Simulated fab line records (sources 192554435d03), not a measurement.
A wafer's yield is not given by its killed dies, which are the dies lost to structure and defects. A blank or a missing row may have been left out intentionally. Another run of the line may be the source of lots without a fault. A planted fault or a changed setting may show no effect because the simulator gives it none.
Which tool was responsible?    flow n5 finfet    72 wafers from 24 lots sampled at 6 of the route's 1938 steps

## WHAT THE GAUGES READ, wafer by wafer
N5_BEOL_M9_CD_MEAS_28: the cd target is 70 nm. Usual: cd nm at 70.03 nm, with a standard deviation of 0.3.
lot   measured      on         cd nm (nm)         flag
L074  day 10 01:35  cd sem-03  70.18 69.94 69.69  
L075  day 10 08:04  cd sem-03  69.89 70.42 70.11  
L076  day 10 16:04  cd sem-02  70.13 69.95 70.21  
L078  day 10 16:28  cd sem-01  70.10 70.32 70.39  
L077  day 10 19:59  cd sem-02  70.47 70.45 70.15  
L079  day 11 09:11  cd sem-01  69.54 69.99 69.52  
L080  day 11 21:28  cd sem-03  70.55 70.16 70.16  
L082  day 11 21:18  cd sem-02  70.19 70.06 70.26  
L081  day 12 01:27  cd sem-01  70.24 70.27 70.17  
L083  day 12 01:37  cd sem-02  69.95 70.14 70.11  
L084  day 12 01:47  cd sem-02  69.72 70.12 69.57  
L085  day 12 20:14  cd sem-01  70.02 70.11 70.30  
L086  day 13 05:56  cd sem-01  69.94 69.38 69.73  
L089  day 13 13:20  cd sem-01  69.76 69.73 69.80  
L088  day 14 00:25  cd sem-02  70.09 69.56 69.98  
L087  day 14 04:28  cd sem-01  69.90 70.07 70.10  
L090  day 14 07:43  cd sem-01  70.19 70.51 69.82  
L092  day 14 16:11  cd sem-02  69.77 69.75 69.97  
L094  day 15 00:35  cd sem-03  69.82 69.47 69.95  
L093  day 15 02:09  cd sem-01  69.95 69.64 69.87  
L091  day 15 07:00  cd sem-03  69.63 69.48 69.87  
L095  day 15 07:10  cd sem-02  69.90 70.50 69.72  
L096  day 15 13:52  cd sem-02  69.96 69.96 69.98  
L097  day 15 20:28  cd sem-01  70.27 70.58 70.20  

N5_BEOL_M9_CD_MEAS_35: target cd 70 nm, target cd y 40 nm. Usual: cd nm at 70.0 nm, with a standard deviation of 0.72.
lot   measured      on         cd nm (nm)      flag
L074  day 10 02:20  cd sem-02  69.3 69.9 69.6  
L075  day 10 08:47  cd sem-02  71.3 71.0 70.6  
L076  day 10 16:51  cd sem-01  69.9 70.2 70.4  
L078  day 10 17:17  cd sem-01  69.0 68.4 68.1  
L077  day 10 20:43  cd sem-01  70.6 70.5 70.2  
L079  day 11 10:13  cd sem-01  69.3 69.9 69.2  
L080  day 11 22:27  cd sem-03  71.1 70.5 69.7  
L082  day 11 22:02  cd sem-03  70.5 70.6 70.5  
L081  day 12 02:11  cd sem-01  69.7 70.5 70.6  
L083  day 12 02:22  cd sem-03  70.2 69.6 70.1  
L084  day 12 02:56  cd sem-03  69.8 70.2 69.3  
L085  day 12 20:58  cd sem-02  69.9 69.5 69.4  
L086  day 13 06:47  cd sem-03  70.3 70.3 70.7  
L089  day 13 14:04  cd sem-02  70.1 69.8 70.2  
L088  day 14 01:10  cd sem-03  69.4 69.3 70.1  
L087  day 14 05:13  cd sem-01  68.2 69.0 69.6  
L090  day 14 08:26  cd sem-02  70.6 70.3 70.0  
L092  day 14 16:56  cd sem-03  69.6 69.9 71.0  
L094  day 15 01:29  cd sem-03  69.9 69.9 68.5  
L093  day 15 02:53  cd sem-02  70.6 69.8 70.9  
L091  day 15 07:44  cd sem-01  69.2 69.2 69.6  
L095  day 15 07:54  cd sem-01  71.4 71.1 70.7  
L096  day 15 14:37  cd sem-02  70.1 69.8 70.3  
L097  day 15 21:11  cd sem-01  71.4 70.5 69.6  

N5_BEOL_M9_THK_MEAS_53: measures by xrf. Usual: M9_THK gives 137.1 nm (standard deviation 2.7).
lot   measured      on             M9_THK (nm)        flag
L074  day 10 04:49  film metro-01  132.4 133.5 133.6  
L075  day 10 12:17  film metro-01  135.1 133.9 133.3  
L076  day 10 19:02  film metro-02  135.6 136.5 138.5  
L078  day 10 19:54  film metro-02  139.6 139.0 138.2  
L077  day 10 22:45  film metro-01  142.0 139.8 136.3  
L079  day 11 12:29  film metro-01  137.1 140.4 137.4  
L080  day 12 01:24  film metro-02  140.4 137.3 138.7  
L082  day 12 00:35  film metro-02  139.5 142.5 142.2  
L081  day 12 04:59  film metro-02  138.1 143.1 143.2  
L083  day 12 05:35  film metro-02  138.9 137.9 137.8  
L084  day 12 05:52  film metro-01  134.3 138.0 134.8  
L085  day 12 23:24  film metro-02  136.9 134.5 135.5  
L086  day 13 09:03  film metro-01  136.7 137.0 132.7  
L089  day 13 17:40  film metro-02  138.3 137.5 137.3  
L088  day 14 03:56  film metro-01  135.8 130.3 136.3  
L087  day 14 09:26  film metro-02  134.4 136.4 139.5  
L090  day 14 10:38  film metro-02  134.4 135.6 133.5  
L092  day 14 21:04  film metro-02  133.2 137.3 134.2  
L094  day 15 04:02  film metro-01  134.5 135.2 134.6  
L093  day 15 05:26  film metro-01  134.8 136.4 137.9  
L091  day 15 10:05  film metro-01  136.8 140.9 137.5  
L095  day 15 10:16  film metro-02  135.5 137.7 138.8  
L096  day 15 17:12  film metro-01  138.5 138.6 137.0  
L097  day 16 00:37  film metro-01  135.4 140.9 136.0  

## WHAT TOOL EACH LOT RAN ON (gives the tool, then ch and the chambers of the sampled wafers, and finally the start)
lot   N5_BEOL_M9_ETCH_62                  N5_BEOL_M9_VIA_ETCH_34              N5_BEOL_M9_DEGAS_44
L074  rie diel-06 ch 0,1,2, day 9 23:29   rie diel-06 ch 1,2,3, day 10 01:53  pvd sputter-03, day 10 03:08
L075  rie diel-01 ch 0,2,3, day 10 05:31  rie diel-01 ch 1,3, day 10 08:22    pvd sputter-03, day 10 09:13
L076  rie diel-01 ch 0,1, day 10 13:02    rie diel-06 ch 0,1,3, day 10 16:25  pvd sputter-01, day 10 17:19
L078  rie diel-06 ch 0,1,2, day 10 15:46  rie diel-06 ch 0,2,3, day 10 16:51  pvd sputter-01, day 10 18:03
L077  rie diel-05 ch 0,1,2, day 10 17:27  rie diel-05 ch 0,1,3, day 10 20:17  pvd sputter-01, day 10 21:19
L079  rie diel-05 ch 1,2,3, day 11 08:16  rie diel-06 ch 2,3, day 11 09:47    pvd sputter-03, day 11 10:37
L080  rie diel-05 ch 1,3, day 11 18:07    rie diel-06 ch 0,2,3, day 11 22:01  pvd sputter-03, day 11 22:56
L082  rie diel-06 ch 0,1, day 11 19:36    rie diel-05 ch 0,2, day 11 21:37    pvd sputter-02, day 11 22:48
L081  rie diel-05 ch 0,2,3, day 11 22:29  rie diel-05 ch 0,2,3, day 12 01:45  pvd sputter-01, day 12 03:05
L083  rie diel-05 ch 1,2,3, day 11 22:45  rie diel-06 ch 0,3, day 12 01:55    pvd sputter-03, day 12 03:23
L084  rie diel-05 ch 1,3, day 11 23:14    rie diel-06 ch 0,2,3, day 12 02:29  pvd sputter-01, day 12 03:33
L085  rie diel-05 ch 1,3, day 12 19:29    rie diel-05 ch 1,2,3, day 12 20:32  pvd sputter-02, day 12 21:34
L086  rie diel-01 ch 0,1,2, day 13 03:47  rie diel-05 ch 1,2, day 13 06:22    pvd sputter-03, day 13 07:20
L089  rie diel-05 ch 0,1, day 13 11:34    rie diel-06 ch 0,3, day 13 13:38    pvd sputter-03, day 13 14:28
L088  rie diel-06 ch 0,2,3, day 13 22:36  rie diel-06 ch 0,1,3, day 14 00:44  pvd sputter-03, day 14 02:19
L087  rie diel-06 ch 2,3, day 14 03:39    rie diel-06 ch 2,3, day 14 04:46    pvd sputter-01, day 14 07:59
L090  rie diel-06 ch 0,1,2, day 14 06:00  rie diel-01 ch 1,3, day 14 08:01    pvd sputter-02, day 14 08:50
L092  rie diel-01 ch 0,2,3, day 14 15:06  rie diel-01 ch 0,2, day 14 16:30    pvd sputter-03, day 14 19:29
L094  rie diel-01 ch 0,2, day 14 23:41    rie diel-06 ch 2,3, day 15 01:04    pvd sputter-02, day 15 01:58
L093  rie diel-06 ch 0,2,3, day 15 01:23  rie diel-05 ch 1,2,3, day 15 02:28  pvd sputter-01, day 15 03:16
L091  rie diel-01 ch 0,2,3, day 15 03:44  rie diel-05 ch 0,1,3, day 15 07:18  pvd sputter-02, day 15 08:26
L095  rie diel-05 ch 0,3, day 15 04:17    rie diel-06 ch 2,3, day 15 07:28    pvd sputter-02, day 15 08:31
L096  rie diel-05 ch 0,2, day 15 12:55    rie diel-01 ch 0,2, day 15 14:10    pvd sputter-02, day 15 14:59
L097  rie diel-01 ch 0,2,3, day 15 19:35  rie diel-05 ch 0,1,2, day 15 20:46  pvd sputter-03, day 15 23:06
- N5_BEOL_M9_ETCH_62: etches SOC in N2/H2, target depth 110 nm, overetch 22 nm, time 165 s.
- N5_BEOL_M9_VIA_ETCH_34: etches SiCOH lowk in C4F6/O2, target depth 182.4 nm, time 68.4 s.
- N5_BEOL_M9_DEGAS_44: time 60 s.

## AS READ BY THE TOOLS THEMSELVES (means over the sampled wafers that have a number; for cases with no such wafer, the mark the record gives instead)
N5_BEOL_M9_ETCH_62. Usual: bias w 150.0 W, standard deviation 0.46; drypump motor current A 5.7 A, standard deviation 0.52; oes product au 0.63 a.u., standard deviation 0.055; rf fwd power W 837.2 W, standard deviation 2.5; rf vpp V 523.2 V, standard deviation 2.1; showerhead plenum p Torr 2.52 Torr, standard deviation 0.069; throttle valve pct 17.99 %, standard deviation 0.22.
lot   tool         bias w (W)  drypump motor current A (A)  oes product au (a.u.)  rf fwd power W (W)  rf vpp V (V)  showerhead plenum p Torr (Torr)  throttle valve pct (%)  flag
L074  rie diel-06  150.2       5.9                          0.62                   838.1               525.3         2.61                             17.99                   
L075  rie diel-01  150.1       5.6                          0.67                   838.6               523.4         2.51                             17.87                   
L076  rie diel-01  149.9       5.7                          0.65                   838.6               523.1         2.51                             17.93                   
L078  rie diel-06  149.5       5.9                          0.62                   839.1               525.8         2.61                             17.98                   
L077  rie diel-05  149.9       5.8                          0.62                   837.2               522.1         2.51                             18.13                   
L079  rie diel-05  149.5       5.4                          0.61                   835.8               522.9         2.53                             18.11                   
L080  rie diel-05  150.1       5.0                          0.60                   840.0               523.3         2.53                             18.17                   
L082  rie diel-06  150.1       5.7                          0.61                   837.4               524.6         2.57                             18.01                   
L081  rie diel-05  150.1       5.6                          0.63                   836.5               522.9         2.50                             17.98                   
L083  rie diel-05  150.2       5.4                          0.61                   838.4               522.8         2.53                             18.12                   
L084  rie diel-05  149.9       4.9                          0.60                   836.1               523.5         2.52                             18.01                   
L085  rie diel-05  150.0       4.9                          0.60                   836.0               523.5         2.51                             18.02                   
L086  rie diel-01  150.1       5.9                          0.65                   836.6               521.4         2.47                             17.99                   
L089  rie diel-05  150.0       5.4                          0.60                   834.2               523.1         2.50                             18.21                   
L088  rie diel-06  150.4       6.0                          0.69                   836.5               523.7         2.55                             17.78                   
L087  rie diel-06  150.4       6.1                          0.74                   836.9               524.5         2.54                             17.85                   
L090  rie diel-06  150.1       5.9                          0.68                   838.0               525.7         2.59                             17.90                   
L092  rie diel-01  150.0       5.6                          0.64                   839.4               522.7         2.50                             17.91                   
L094  rie diel-01  150.0       5.5                          0.66                   834.9               524.1         2.52                             17.90                   
L093  rie diel-06  150.2       6.0                          0.67                   836.9               523.5         2.54                             17.79                   
L091  rie diel-01  150.2       5.7                          0.64                   836.8               522.6         2.49                             17.93                   
L095  rie diel-05  150.1       5.1                          0.61                   838.4               523.0         2.48                             17.91                   
L096  rie diel-05  150.0       6.1                          0.61                   837.2               523.0         2.50                             18.14                   
L097  rie diel-01  149.7       5.6                          0.64                   838.3               522.7         2.49                             17.93                   

N5_BEOL_M9_VIA_ETCH_34. Usual: bias w 184.9 W, standard deviation 0.56; drypump motor current A 5.7 A, standard deviation 0.5; oes product au 0.73 a.u., standard deviation 0.064; rf fwd power W 342.4 W, standard deviation 1.3; rf vpp V 660 V, standard deviation 11; showerhead plenum p Torr 2.83 Torr, standard deviation 0.085; throttle valve pct 21.06 %, standard deviation 0.22.
lot   tool         bias w (W)  drypump motor current A (A)  oes product au (a.u.)  rf fwd power W (W)  rf vpp V (V)  showerhead plenum p Torr (Torr)  throttle valve pct (%)  flag
L074  rie diel-06  185.4       5.8                          0.70                   341.6               658           2.82                             21.15                   
L075  rie diel-01  185.3       5.9                          0.72                   343.4               663           2.78                             21.04                   
L076  rie diel-06  185.3       5.8                          0.73                   341.4               654           2.84                             20.98                   
L078  rie diel-06  184.9       6.0                          0.73                   343.1               659           2.87                             20.98                   
L077  rie diel-05  185.1       5.3                          0.74                   343.0               663           2.80                             21.07                   
L079  rie diel-06  185.0       6.0                          0.70                   341.2               660           2.85                             21.17                   
L080  rie diel-06  184.9       6.0                          0.72                   343.1               659           2.87                             21.00                   
L082  rie diel-05  184.4       6.0                          0.76                   343.0               656           2.79                             21.09                   
L081  rie diel-05  185.4       5.6                          0.75                   342.8               664           2.81                             21.09                   
L083  rie diel-06  185.3       5.8                          0.73                   341.6               655           2.80                             20.95                   
L084  rie diel-06  184.4       6.0                          0.72                   342.2               658           2.87                             21.00                   
L085  rie diel-05  184.8       5.4                          0.70                   342.3               675           2.84                             21.24                   
L086  rie diel-05  185.0       6.0                          0.71                   344.2               678           2.85                             21.39                   
L089  rie diel-06  184.9       6.0                          0.74                   341.8               657           2.88                             20.83                   
L088  rie diel-06  184.6       5.8                          0.71                   342.2               654           2.83                             21.03                   
L087  rie diel-06  185.1       5.8                          0.78                   342.4               656           2.78                             21.03                   
L090  rie diel-01  184.5       6.0                          0.70                   342.9               662           2.76                             21.08                   
L092  rie diel-01  185.0       5.5                          0.78                   342.6               647           2.82                             20.93                   
L094  rie diel-06  185.5       5.9                          0.76                   341.0               656           2.77                             21.05                   
L093  rie diel-05  185.2       5.4                          0.69                   342.0               675           2.83                             21.27                   
L091  rie diel-05  185.5       5.2                          0.71                   341.4               662           2.79                             21.12                   
L095  rie diel-06  184.5       6.1                          0.84                   341.8               660           2.84                             20.96                   
L096  rie diel-01  185.3       5.5                          0.78                   343.2               647           2.81                             20.93                   
L097  rie diel-05  184.9       5.8                          0.70                   342.4               668           2.80                             21.26                   

N5_BEOL_M9_DEGAS_44. Usual: heater power w at 335 W, with a standard deviation of 34.
lot   tool            heater power w (W)  flag
L074  pvd sputter-03  319                 
L075  pvd sputter-03  336                 
L076  pvd sputter-01  336                 
L078  pvd sputter-01  341                 
L077  pvd sputter-01  326                 
L079  pvd sputter-03  328                 
L080  pvd sputter-03  311                 
L082  pvd sputter-02  368                 
L081  pvd sputter-01  342                 
L083  pvd sputter-03  325                 
L084  pvd sputter-01  324                 
L085  pvd sputter-02  391                 
L086  pvd sputter-03  344                 
L089  pvd sputter-03  326                 
L088  pvd sputter-03  320                 
L087  pvd sputter-01  361                 
L090  pvd sputter-02  293                 
L092  pvd sputter-03  327                 
L094  pvd sputter-02  399                 
L093  pvd sputter-01  306                 
L091  pvd sputter-02  338                 
L095  pvd sputter-02  340                 
L096  pvd sputter-02  326                 
L097  pvd sputter-03  345                 

## THE ANSWER, worked out from the rows above alone
Rule: lot off if the mean of its wafers having a number is beyond 3 standard deviations from the usual mean. Also off: a lot with no number at a reading for which 4 or more lots have one. Where the step has rows for the other lots, those lots are counted as sound. Order of review: gauges by route order, followed by the tools' own readings, for which a lot's mean as printed above is used. At the first step where some lot is off, the reading lying furthest off is the one used; lots without a number count as furthest.
Nothing can be told from this: no lot is off at any reading shown.

## WHAT THE SIMULATOR HAD PUT IN
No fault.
